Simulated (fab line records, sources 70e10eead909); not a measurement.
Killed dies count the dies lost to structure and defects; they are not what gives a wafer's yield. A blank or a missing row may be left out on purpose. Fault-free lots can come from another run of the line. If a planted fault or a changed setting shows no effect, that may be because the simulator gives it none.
fab line records	flow nand-harc
[record] lots = 13	wafers = 37	last-day = 33
route steps=1302 shown A_ONON_D1@433 A_CHANNEL_HOLE_D1@469 A_CHANNEL_FILL_D1@494 END@1302
lots that met no fault: taken from a fault-free run of the same line
start-h: the number of hours between the record's first day and the start of the first shown wafer of the lot	wait-h: time in hours since the lot's previous step	" same as the row above	L1.1+2: several wafers, shown together as one row	- value missing, or start not given	* or withheld: withheld	< > ~ a bound
route shown NAME@n: a module of which the file shows steps, and the number in the route of the first	usual: mean/standard deviation of fault-free wafers	same: alike in all rows	chamber/n: place in a boat	sites: each site's reading	_std_site: the standard deviation of these	_edge_site: mean of outer sites minus mean of inner sites	radius-mm: how far each site lies from the wafer's centre	mask NAME#n: copy n	behind: tool/chamber where the wafer was last shaped	hold: the reason the lot was held/the length of the hold in hours/how it ended	device: the transistor (n, p or np) that didn't switch	end of line: tests of these same wafers at the route's end	step lacking rows: just its recipe	killed: dies lost to structure and defects at the first sort, not the wafer's yield	map: dies across one wafer; x = killed, . = not, _ = none there
set.NAME: the run value of the setting; set.NAME@STEP: its run value at that earlier step	model.NAME: the simulator's own value behind a step, which no gauge read
steps of the route over a sample of lots; a table a step, a row a wafer
services: when a tool's chamber went out of use (start-h, in hours from the record's first day, below 0 if earlier), for how many hours, and the reason
[[steps]]
[step NHARC_A_ONON_D1_THK_MEAS_14]
[recipe] thk-meas-gauge = ellipsometry
[usual] thk-nm = 999/8.6
lot.wafer	tool	chamber	start-h	wait-h	thk-nm
L293.1	film-metro-02	-	166.54	-	995
L293.2	"	-	"	"	991
L293.6	"	-	"	"	992
L294.1	film-metro-02	-	173.76	-	992
L294.3	"	-	"	"	993
L294.6	"	-	"	"	992
L295.2	film-metro-02	-	183.01	-	994
L295.3	"	-	"	"	992
L295.4	"	-	"	"	992
L297.4	film-metro-01	-	214.66	-	1009
L297.5	"	-	"	"	1006
L297.6	"	-	"	"	1007
L299.1	film-metro-01	-	225.12	-	1003
L299.4	"	-	"	"	1002
L299.6	"	-	"	"	1004
L300.1	film-metro-01	-	232.57	-	997
L300.3	"	-	"	"	996
L300.6	"	-	"	"	996
L302.1	film-metro-02	-	248.02	-	995
L302.5	"	-	"	"	996
L302.6	"	-	"	"	995
L301.1	film-metro-01	-	248.03	-	1006
L301.2	"	-	"	"	1008
L301.4	"	-	"	"	1007
L303.2	film-metro-01	-	269.07	-	1011
L303.3	"	-	"	"	1013
L303.5	"	-	"	"	1012
L310.1	film-metro-02	-	332.17	-	1002
L310.4	"	-	"	"	1001
L311.1	film-metro-01	-	350.99	-	999
L311.4	"	-	"	"	1000
L314.1	film-metro-02	-	370.49	-	997
L314.2	"	-	"	"	996
L314.5	"	-	"	"	995
L315.1	film-metro-01	-	381.02	-	995
L315.3	"	-	"	"	996
L315.6	"	-	"	"	994
[step NHARC_A_CHANNEL_HOLE_D1_ETCH_16]
[recipe] target-depth-a = 31000	over-etch-frac = 0.3	time-s = 806	ion-energy-ev = 150	o2-flow-sccm = 400	cos-flow-sccm = 20	ar-flow-sccm = 0	rf-w = 500	bias-w = 300	chemistry = O2/COS
[usual] drypump-motor-current-A = 5.8/0.5	oes-product-au = 0.996/0.0076	rf-vpp-V = 314.0/1.7	showerhead-plenum-p-Torr = 3.12/0.098	throttle-valve-pct = 28.330/0.009
[same] time-s = 806
lot.wafer	tool	chamber	start-h	wait-h	drypump-motor-current-A	oes-product-au	rf-hours-counter-h	rf-vpp-V	showerhead-plenum-p-Torr	throttle-valve-pct
L293.1	rie-diel-12	3	-	-	6.1	0.990	5	312.7	3.04	28.331
L293.2	"	2	"	"	5.7	0.997	6	313.5	3.06	28.341
L293.6	"	0	"	"	6.5	0.985	-	315.2	3.24	28.330
L294.1	rie-diel-12	2	-	-	5.7	0.996	7	313.1	3.06	28.337
L294.3	"	3	"	"	6.1	0.995	6	313.8	3.03	28.316
L294.6	"	2	"	"	5.7	1.005	-	312.2	3.06	28.336
L295.2	rie-diel-12	2	-	-	5.7	0.995	8	313.2	3.06	28.322
L295.3	"	3	"	"	6.0	0.994	7	312.9	3.04	28.341
L295.4	"	0	"	"	6.5	0.988	8	315.3	3.24	28.342
L297.4	rie-diel-01	0	-	-	5.5	0.990	4	315.2	3.20	28.326
L297.5	"	1	"	"	6.2	1.002	-	317.5	3.34	28.332
L297.6	"	2	"	"	5.5	1.003	-	314.6	3.18	28.330
L299.1	rie-diel-12	0	-	-	6.5	0.996	10	316.1	3.24	28.334
L299.4	"	2	"	"	5.7	1.006	-	312.1	3.05	28.329
L299.6	"	1	"	"	5.2	0.996	-	313.8	3.09	28.333
L300.3	rie-diel-05	2	-	-	4.9	1.007	2	317.9	3.32	28.336
L300.1	"	1	"	"	6.1	0.999	2	311.7	2.98	28.318
L300.6	"	3	"	"	5.4	1.010	-	311.6	3.04	28.343
L301.1	rie-diel-12	3	-	-	6.1	0.986	11	313.8	3.03	28.321
L301.4	"	0	"	"	6.5	0.988	12	317.0	3.23	28.336
L301.2	"	1	"	"	5.2	1.002	14	313.4	3.09	28.339
L302.1	rie-diel-12	2	-	-	5.7	1.001	14	312.5	3.05	28.320
L302.6	"	0	"	"	6.5	0.983	-	315.9	3.23	28.328
L302.5	"	1	"	"	5.2	0.997	-	314.2	3.09	28.332
L303.3	rie-diel-12	0	-	-	6.5	0.998	1	315.8	3.23	28.324
L303.2	"	2	"	"	5.7	0.996	1	312.6	3.05	28.346
L303.5	"	0	"	"	6.5	0.996	-	315.1	3.23	28.325
L310.4	rie-diel-12	0	-	-	6.5	0.986	7	317.1	3.23	28.319
L310.1	"	1	"	"	5.2	0.996	7	314.5	3.09	28.327
L311.1	rie-diel-12	2	-	-	5.7	0.998	8	313.4	3.05	28.331
L311.4	"	3	"	"	6.0	0.999	9	314.0	3.03	28.333
L314.2	rie-diel-12	2	-	-	5.7	0.995	10	312.4	3.05	28.348
L314.1	"	1	"	"	5.1	0.990	9	313.4	3.08	28.345
L314.5	"	3	"	"	6.1	0.998	-	313.9	3.03	28.340
L315.1	rie-diel-05	3	-	-	5.3	1.007	54	311.0	3.02	28.341
L315.3	"	1	"	"	6.1	1.004	55	310.6	2.95	28.330
L315.6	"	3	"	"	5.3	1.021	-	313.4	3.02	28.342
[step NHARC_A_CHANNEL_FILL_D1_ALD_14]
[recipe] target-thk-a = 25	pulse-time-s = 10	ald-cycles = 25	temp-c = 300	material = SiO2
[usual] ald-cycles = 25/0	heater-power-w = 496/51	precursor-pulse-height-rel = 1.000/0.021
lot.wafer	tool	chamber	start-h	wait-h	ald-cycles	heater-power-w	precursor-pulse-height-rel
L293.1	ald-hk-01	0	198.49	0.0	25	468	0.983
L293.2	"	2	"	"	25	559	0.986
L293.6	"	1	"	"	25	470	0.970
L294.1	ald-hk-01	3	201.94	0.1	25	420	1.024
L294.3	"	1	"	"	25	471	1.019
L294.6	"	3	"	"	25	416	0.984
L295.4	ald-hk-04	3	218.16	0.2	25	573	0.966
L295.2	"	1	"	"	25	471	1.036
L295.3	"	2	"	"	25	501	1.010
L297.4	ald-hk-04	0	244.11	0.0	25	429	0.977
L297.5	"	0	"	"	25	434	0.979
L297.6	"	1	"	"	25	489	1.009
L299.4	ald-hk-04	2	255.25	0.1	25	478	1.032
L299.1	"	0	"	"	25	442	0.979
L299.6	"	3	"	"	25	586	1.012
L300.1	ald-hk-01	3	261.79	0.1	25	429	1.000
L300.3	"	0	"	"	25	479	1.023
L300.6	"	1	"	"	25	478	0.977
L301.1	ald-hk-01	0	279.66	0.0	25	487	0.944
L301.4	"	2	"	"	25	567	0.977
L301.2	"	3	"	"	25	423	0.986
L302.1	ald-hk-04	3	279.77	0.2	25	574	1.002
L302.6	"	0	"	"	25	442	1.009
L302.5	"	1	"	"	25	468	0.986
L303.3	ald-hk-01	1	297.50	0.1	25	455	1.001
L303.2	"	3	"	"	25	420	0.994
L303.5	"	1	"	"	25	481	1.025
L310.4	ald-hk-01	3	360.78	0.0	11	454	1.007
L310.1	"	1	"	"	25	465	0.953
L311.1	ald-hk-01	3	382.71	0.0	25	455	0.987
L311.4	"	2	"	"	11	577	0.996
L314.2	ald-hk-04	0	405.04	0.1	25	459	1.002
L314.1	"	1	"	"	25	471	0.996
L314.5	"	3	"	"	25	575	0.986
L315.1	ald-hk-03	2	409.01	0.1	25	470	1.059
L315.3	"	3	"	"	25	550	0.980
L315.6	"	2	"	"	25	476	1.048
[step NHARC_A_CHANNEL_FILL_D1_STRIP_29]
[recipe] time-s = 20	o2-flow-sccm = 500	ar-flow-sccm = 0	bias-w = 0	chemistry = O2
[usual] drypump-motor-current-A = 5.7/0.47	oes-product-au = 1.000/0.0075	rf-vpp-V = 57.7/0.89	showerhead-plenum-p-Torr = 3.47/0.14	throttle-valve-pct = 17.037/0.0087
[same] time-s = 20
lot.wafer	tool	chamber	start-h	wait-h	drypump-motor-current-A	oes-product-au	rf-hours-counter-h	rf-vpp-V	showerhead-plenum-p-Torr	throttle-valve-pct
L293.2	rie-diel-02	2	-	-	5.6	0.985	0.1	58.7	3.78	17.046
L293.1	"	0	"	"	6.1	0.977	0.2	57.4	3.38	17.035
L293.6	"	1	"	"	5.4	0.984	-	57.2	3.67	17.042
L294.1	rie-diel-13	1	237.09	0.1	5.2	1.002	3.3	58.2	3.55	17.030
L294.3	"	3	"	"	5.0	1.003	3.7	58.2	3.35	17.054
L294.6	"	1	"	"	5.2	1.003	-	58.0	3.55	17.039
L295.2	rie-diel-02	0	258.01	0.1	6.1	0.995	1.1	56.6	3.38	17.039
L295.3	"	3	"	"	5.3	1.000	1.6	59.1	3.52	17.043
L295.4	"	2	"	"	5.5	0.994	-	56.6	3.78	17.043
L297.4	rie-diel-02	1	-	-	5.4	0.996	1.1	57.5	3.67	17.034
L297.6	"	0	"	"	6.1	0.993	-	57.2	3.38	17.031
L297.5	"	1	"	"	5.4	1.010	-	59.2	3.67	17.047
L299.1	rie-diel-09	2	-	-	5.8	1.012	5.2	58.7	3.33	17.046
L299.4	"	1	"	"	5.9	1.014	7.1	57.4	3.39	17.032
L299.6	"	3	"	"	6.3	1.006	-	57.0	3.36	17.038
L300.1	rie-diel-02	0	-	-	6.1	0.989	3.1	57.2	3.38	17.040
L300.3	"	2	"	"	5.6	0.998	3.5	57.5	3.78	17.033
L300.6	"	0	"	"	6.1	0.990	-	56.5	3.38	17.038
L302.1	rie-diel-02	2	-	-	5.6	0.993	3.6	58.1	3.78	17.047
L302.6	"	1	"	"	5.4	0.991	-	57.2	3.67	17.049
L302.5	"	2	"	"	5.6	1.004	-	58.6	3.78	17.039
L301.2	rie-diel-09	0	-	-	5.6	0.995	8.9	56.4	3.31	17.045
L301.4	"	1	"	"	5.8	1.004	10.4	58.4	3.39	17.049
L301.1	"	3	"	"	6.4	1.002	10.4	58.5	3.36	17.023
L303.2	rie-diel-13	2	-	-	5.7	0.993	8.1	57.1	3.44	17.039
L303.3	"	0	"	"	6.5	0.991	9.3	58.6	3.38	17.049
L303.5	"	2	"	"	5.7	1.000	-	58.2	3.44	17.034
L310.4	rie-diel-09	3	-	-	6.4	1.002	3.7	57.6	3.36	17.043
L310.1	"	2	"	"	5.9	1.007	2.5	58.5	3.32	17.044
L311.1	rie-diel-13	2	-	-	5.7	0.991	3.7	57.9	3.44	17.039
L311.4	"	0	"	"	6.5	1.003	4.3	58.4	3.38	17.025
L314.2	rie-diel-02	2	-	-	5.6	1.007	1.3	59.0	3.77	17.041
L314.1	"	3	"	"	5.3	1.001	1.7	58.5	3.52	17.027
L314.5	"	0	"	"	6.1	1.001	-	57.2	3.38	17.031
L315.1	rie-diel-13	1	-	-	5.2	1.001	5.1	57.8	3.54	17.036
L315.3	"	2	"	"	5.7	0.995	4.5	56.7	3.43	17.037
L315.6	"	2	"	"	5.6	1.001	-	58.6	3.43	17.026
[step NHARC_END_SORT_01]
[recipe] temp-c = 25
[usual] killed-at-array = 46/15	killed-at-other = 0.8/1.1	killed-at-periphery = 4.0/2.9	killed-dies = 50/15	killed-open = 3.2/1.8	killed-short = 2.3/1.6
[same] gross-dies = 677
lot.wafer	tool	chamber	start-h	wait-h	killed-at-array	killed-at-other	killed-at-periphery	killed-dies	killed-open	killed-short
L300.1	prober-01	0	624.20	2.5	48	5	12	65	5	1
L300.3	prober-01	0	625.79	3.1	37	4	8	49	2	2
L300.6	prober-01	0	628.16	4.0	42	2	6	50	3	3
// killed by level:class
L300.1 A_SLIT:chamber-film-flake=21 A_CHANNEL_HOLE_D2:chamber-film-flake=10 A_STAIRCASE:chamber-film-flake=6 A_CONTACT:chamber-film-flake=6 THIN_TSV:chamber-film-flake=4 P_ZERO_WELL:chamber-film-flake=3 P_GATE:chamber-film-flake=3 P_CONTACT:geometric-particle:open=2
L300.3 A_SLIT:chamber-film-flake=21 A_CHANNEL_HOLE_D2:chamber-film-flake=5 A_STAIRCASE:chamber-film-flake=4 P_GATE:chamber-film-flake=3 A_CONTACT:chamber-film-flake=3 THIN_TSV:chamber-film-flake=3 P_ZERO_WELL:chamber-film-flake=2 P_CONTACT:geometric-particle:short=1
L300.6 A_SLIT:chamber-film-flake=18 A_CHANNEL_HOLE_D2:chamber-film-flake=6 A_STAIRCASE:chamber-film-flake=5 A_ONON_D2:geometric-particle:open=2 P_STI:chamber-film-flake=2 P_GATE:chamber-film-flake=2 A_CHANNEL_HOLE_D1:chamber-film-flake=2 A_CONTACT:chamber-film-flake=2
[[services]]
tool	chamber	start-h	hours	kind
rie-diel-02	3	158.34	2.5	repair
rie-diel-12	3	161.16	6.3	repair
rie-diel-13	-	165.00	9.0	pm
ald-hk-04	-	183.70	0.6	repair
rie-diel-02	-	216.70	9.0	pm
rie-diel-12	0	221.18	11.2	repair
rie-diel-13	2	222.04	20.7	repair
rie-diel-12	3	240.37	8.1	repair
rie-diel-13	3	247.59	6.3	repair
ald-hk-04	-	256.31	3.3	repair
rie-diel-02	1	257.31	18.0	repair
rie-diel-12	-	268.40	9.0	pm
ald-hk-01	-	299.49	10.0	pm
rie-diel-13	1	306.66	2.6	repair
rie-diel-12	3	337.64	1.8	repair
rie-diel-13	-	342.00	9.0	pm
ald-hk-01	-	365.90	0.8	repair
rie-diel-13	3	386.69	16.1	repair
rie-diel-02	-	393.70	9.0	pm
rie-diel-12	1	393.93	9.4	repair
rie-diel-13	2	405.21	4.8	repair
rie-diel-13	1	411.79	4.6	repair
rie-diel-12	1	426.76	6.1	repair
ald-hk-04	-	437.59	10.0	pm
[[key]]
[first-sign] step = NHARC_A_CHANNEL_FILL_D1_ALD_14	reading = ald-cycles	direction = down	sigmas = 99+	usual = 25	struck = 11
effect none on later readings
met-at NHARC_A_CHANNEL_FILL_D1_ALD_14
struck-lots L310,L311
struck-wafers L310.4,L311.4
tester-left-out L310,L311
not-acting-at NHARC_A_ONON_D1_THK_MEAS_14,NHARC_A_CHANNEL_HOLE_D1_ETCH_16,NHARC_A_CHANNEL_FILL_D1_STRIP_29
onset-between 297.50 360.78
[fault] kind = process-parameter-drift	tool = ald-hk-01	chamber = -	onset-h = 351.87	steps = NHARC_A_CHANNEL_FILL_D1_ALD_14	channel = ald-cycles	offset = -14	shape = step	end-h = 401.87	scope = struck-wafers-only	acts-in = these-recipes-only	stated = 25
// tester-left-out: of these lots the tester's yield and bins aren't shown, on N5 and GAA mostly nor the transistor test; their killed dies are dies lost to structure and defects alone, not to doping, threshold or leakage, so they don't give the yield
